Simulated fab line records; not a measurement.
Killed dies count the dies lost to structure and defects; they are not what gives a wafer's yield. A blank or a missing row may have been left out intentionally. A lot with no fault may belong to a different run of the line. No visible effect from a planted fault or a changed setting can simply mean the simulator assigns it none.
Split-lot trial    flow n5_finfet    route with 1938 steps; 7 lots, 21 wafers read

== SPLIT DETAILS ==
At N5_BEOL_M10_EXPOSE_25 (exposes mask V9), the setting dose_mj was moved away from the recipe's 85.5 on 7 of the 21 wafers read, by -7.0% to +1.9%. The other wafers ran this setting at the recipe's value.

== FROM THE SPLIT TO THE READING: what the file shows between them, 2 steps ==
- N5_BEOL_M10_PEB_26: peb time 60 s
- N5_BEOL_M10_DEVELOP_27: develop time 30 s

== THE READING ==
At N5_BEOL_M10_CD_MEAS_28: cd_nm in nanometres, against a target cd of 70 nm. On this fab line, fault-free wafers typically give 69.9 nm with a standard deviation of 0.91 nm.

wafer   tool, chamber at the split  dose_mj as run  against the recipe  cd_nm, nm  against lot-mates on the recipe
L076.4  arfi_scanner-02, 0          81.18           -5.1%               66.9       -3.2
L076.5  arfi_scanner-02, 0          85.5            recipe              70.1       -
L076.6  arfi_scanner-02, 0          81.18           -5.1%               67.2       -2.9
L075.2  arfi_scanner-02, 0          85.5            recipe              70.1       -
L075.5  arfi_scanner-02, 0          85.5            recipe              70.7       -
L075.6  arfi_scanner-02, 0          85.5            recipe              69.9       -
L081.2  arfi_scanner-03, 0          85.5            recipe              68.9       -
L081.3  arfi_scanner-03, 0          85.5            recipe              70.3       -
L081.4  arfi_scanner-03, 0          85.5            recipe              70.1       -
L083.4  arfi_scanner-01, 0          79.85           -6.6%               63.3       -6.2
L083.5  arfi_scanner-01, 0          85.5            recipe              70.1       -
L083.6  arfi_scanner-01, 0          85.5            recipe              69.0       -
L082.1  arfi_scanner-03, 0          85.5            recipe              71.8       -
L082.3  arfi_scanner-03, 0          85.5            recipe              70.4       -
L082.5  arfi_scanner-03, 0          79.67           -6.8%               64.4       -6.7
L097.2  arfi_scanner-01, 0          87.13           +1.9%               71.4       +1.9
L097.3  arfi_scanner-01, 0          85.5            recipe              70.1       -
L097.5  arfi_scanner-01, 0          85.5            recipe              68.9       -
L096.2  arfi_scanner-03, 0          85.5            recipe              71.3       -
L096.3  arfi_scanner-03, 0          79.54           -7.0%               64.9       -6.4
L096.4  arfi_scanner-03, 0          79.54           -7.0%               64.5       -6.8

THE FIT
A straight line over all 21 wafers: cd_nm changes by +0.799 nm for each +1% of dose_mj; r = +0.95; the points scatter about the line by 0.84 nm.
The same after taking each lot's own level away (the mean of its wafers on the recipe; 21 wafers): +0.891 nm for each +1%; r = +0.97; scatter 0.69 nm.
On that fit, the largest move of dose_mj shifts the reading by 6.2 nm.
The span of the lots' own levels, 69.50 to 71.30 nm, comes to 2.0 times the standard deviation stated above.
Hence the slope depends on the lot-to-lot level, as the two fits are not the same.
Check: -6.09 nm against its lot-mates is what the line predicts for one of the wafers moved furthest among these (-7.0%) when that wafer is left out of the fit. Against them it came out at -6.4 nm.

== OTHER SPLITS APPLIED TO THESE WAFERS ==
These wafers also went through other splits before the reading. Each is held against what the fit with the lots' levels taken away leaves over:
other split on the same wafers  wafers away from the commonest value  r with cd_nm (lot level and that fit taken away)
N5_BEOL_M8_ETCH_62 time_s       7                                     -0.29
N5_BEOL_M10_COAT_64 spin_rpm    6                                     -0.38

== FILE'S OWN FIT ==
cd_nm changes by +0.906 nm for each +1% of dose_mj, r = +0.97.
